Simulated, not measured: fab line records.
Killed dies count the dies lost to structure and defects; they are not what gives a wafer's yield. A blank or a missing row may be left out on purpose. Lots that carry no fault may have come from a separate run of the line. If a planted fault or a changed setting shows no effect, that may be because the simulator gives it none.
Lot-split experiment -- flow n5Finfet -- on a route of 1938 steps: 7 lots, 39 wafers read

SPLIT DETAILS
At N5_BEOL_M8_ETCH_66 (etches SOC in N2/H2, target depth 80 nm, overetch 16 nm, time 120 s), the setting targetDepthA was moved away from the recipe's 800 angstrom on 12 of the 39 wafers read, by -18.7% to +58.6%. The other wafers ran this setting at the recipe's value.

The reading comes from the split's own step.

THE READING
SiARC_of_BEOL_M8_COAT_64.thkNm (the simulator's own value, which no gauge read), in nm, at N5_BEOL_M8_ETCH_66 (etches SOC in N2/H2, target depth 80 nm, overetch 16 nm, time 120 s). The file gives no usual value for it. The 27 wafers here that ran the recipe average 6.5 nm, standard deviation 0.23 nm.

wafer,"tool, chamber at the split","targetDepthA as run, angstrom",against the recipe,"SiARC_of_BEOL_M8_COAT_64.thkNm, nm",against lot-mates on the recipe
L074.1,"rieDiel-04, 3",800,recipe,6.2,-
L074.6,"rieDiel-04, 3",800,recipe,6.2,-
L074.2,"rieDiel-04, 0,2,0",1261,+57.6%,3.8,-2.5
L074.3,"rieDiel-04, 0,2,0",1261,+57.6%,3.8,-2.5
L074.5,"rieDiel-04, 0,2,0",1261,+57.6%,3.8,-2.5
L074.4,"rieDiel-04, 2",800,recipe,6.4,-
L077.1,"rieDiel-04, 1,0,0,1",800,recipe,6.6,-
L077.2,"rieDiel-04, 1,0,0,1",800,recipe,6.6,-
L077.4,"rieDiel-04, 1,0,0,1",800,recipe,6.6,-
L077.5,"rieDiel-04, 1,0,0,1",800,recipe,6.6,-
L077.3,"rieDiel-04, 3",800,recipe,6.2,-
L077.6,"rieDiel-04, 3",800,recipe,6.2,-
L082.1,"rieDiel-05, 3,2,2,3",800,recipe,6.4,-
L082.3,"rieDiel-05, 3,2,2,3",800,recipe,6.4,-
L082.4,"rieDiel-05, 3,2,2,3",800,recipe,6.4,-
L082.6,"rieDiel-05, 3,2,2,3",800,recipe,6.4,-
L082.2,"rieDiel-05, 1",800,recipe,7,-
L082.5,"rieDiel-05, 1",800,recipe,7,-
L088.1,"rieDiel-04, 0",800,recipe,6.4,-
L088.5,"rieDiel-04, 0",800,recipe,6.4,-
L088.2,"rieDiel-04, 3",1269,+58.6%,3.4,-3.1
L088.6,"rieDiel-04, 3",1269,+58.6%,3.4,-3.1
L088.3,"rieDiel-04, 2",1269,+58.6%,3.6,-2.9
L088.4,"rieDiel-04, 1",800,recipe,6.6,-
L089.1,"rieDiel-01, 2",800,recipe,6,-
L089.2,"rieDiel-01, 1",800,recipe,6.8,-
L089.3,"rieDiel-01, 0",650.1,-18.7%,7.2,+0.8
L089.5,"rieDiel-01, 0",650.1,-18.7%,7.2,+0.8
L089.4,"rieDiel-01, 3",800,recipe,6.4,-
L089.6,"rieDiel-01, 1",650.1,-18.7%,7.6,+1.2
L093.1,"rieDiel-05, 0",800,recipe,6.6,-
L093.5,"rieDiel-05, 0",800,recipe,6.6,-
L093.4,"rieDiel-05, 2",800,recipe,6.4,-
L095.1,"rieDiel-04, 3",1129,+41.1%,4.2,-2.1
L095.2,"rieDiel-04, 0",800,recipe,6.4,-
L095.6,"rieDiel-04, 0",800,recipe,6.4,-
L095.3,"rieDiel-04, 2",1129,+41.1%,4.4,-1.9
L095.4,"rieDiel-04, 1",1129,+41.1%,4.8,-1.5
L095.5,"rieDiel-04, 3",800,recipe,6.2,-
When a row names more than one chamber, that row covers several wafers, and the file does not tell which wafer ran in which chamber.

FIT RESULTS
A straight line over all 39 wafers: SiARC_of_BEOL_M8_COAT_64.thkNm changes by -0.0485 nm for each +1% of targetDepthA; r = -0.98; the points scatter about the line by 0.22 nm.
The same after taking each lot's own level away (the mean of its wafers on the recipe; 39 wafers): -0.047 nm for each +1%; r = -0.98; scatter 0.22 nm.
The reading moves by 2.8 nm for the largest change in targetDepthA, on that fit.
From 6.27 to 6.60 nm: that is the span of the lots' own levels, equal to 1.5 times the standard deviation above.
So the lot-to-lot level changes the slope little: the two slopes agree.
Check: -2.7 nm against its lot-mates is what the line predicts for one of the wafers moved furthest among these (+58.6%) when that wafer is left out of the fit. Against them it came out at -3.07 nm.

FURTHER SPLITS ON THESE WAFERS
Other splits were also applied to these wafers ahead of the reading. Each is held against what the fit with the lots' levels taken away leaves over:
other split on the same wafers,wafers away from the commonest value,r with SiARC_of_BEOL_M8_COAT_64.thkNm (lot level and that fit taken away)
N5_BEOL_M8_DESCUM_16 timeS,12,+0.16

THE FILE'S OWN FIT
SiARC_of_BEOL_M8_COAT_64.thkNm changes by -0.0468 nm for each +1% of targetDepthA, r = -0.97.
